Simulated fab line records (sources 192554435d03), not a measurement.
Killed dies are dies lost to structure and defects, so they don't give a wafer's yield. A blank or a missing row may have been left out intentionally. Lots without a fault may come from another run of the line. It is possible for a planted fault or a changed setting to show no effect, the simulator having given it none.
Chamber matching    flow n5-finfet    N5_STI_FIN_REVEAL_ETCH_34 on rie-si-01 has 4 sister chambers
The step etches Si in H2, material Si, target depth 0.97 nm. 8 wafers are shown with their chamber, then 10 later ones without.

## WAFERS, EACH WITH ITS CHAMBER
wafer   chamber  drypump-motor-current-A (A)  throttle-valve-pct (%)
L078.1  1        6.6                          26.3
L082.2  0        5.5                          26.3
L082.6  1        6.6                          26.3
L086.1  3        6.3                          25.7
L086.2  0        5.5                          26.2
L086.6  2        5.1                          25.5
L087.1  3        6.2                          25.7
L087.2  2        5.2                          25.5

## WAFERS WITHOUT THEIR CHAMBER
wafer   drypump-motor-current-A (A)  throttle-valve-pct (%)
L087.3  6.6                          26.3
L089.1  6.3                          25.7
L089.3  5.5                          26.3
L089.6  5.1                          25.5
L093.3  6.6                          26.3
L093.4  6.3                          25.7
L093.6  5.2                          25.4
L094.1  5.5                          26.3
L094.4  5.1                          25.5
L094.6  5.2                          25.4

## CHAMBER TAKEN BY EACH
wafer   from the rows above  in truth
L087.3  1                    1
L089.1  3                    3
L089.3  0                    0
L089.6  2                    2
L093.3  1                    1
L093.4  3                    3
L093.6  2                    2
L094.1  0                    0
L094.4  2                    2
L094.6  2                    2
Placed correctly: 10 of 10. Can't be placed from these rows: 0. Placed wrongly: 0.
How it was worked out, from the rows above alone: a wafer's distance from a chamber is the root of the sum, over the readings, of the square of ((its reading less the chamber's mean) divided by the reading's scatter). The wafer belongs to the nearest chamber; if the next one is less than 2 further off, it can't be placed. The mean given for a chamber averages the wafers shown for that chamber. How the scatter is found: for the shown wafers, subtract from each reading the mean of its chamber, square and add these, divide the total by (wafers less chambers), then take the root.
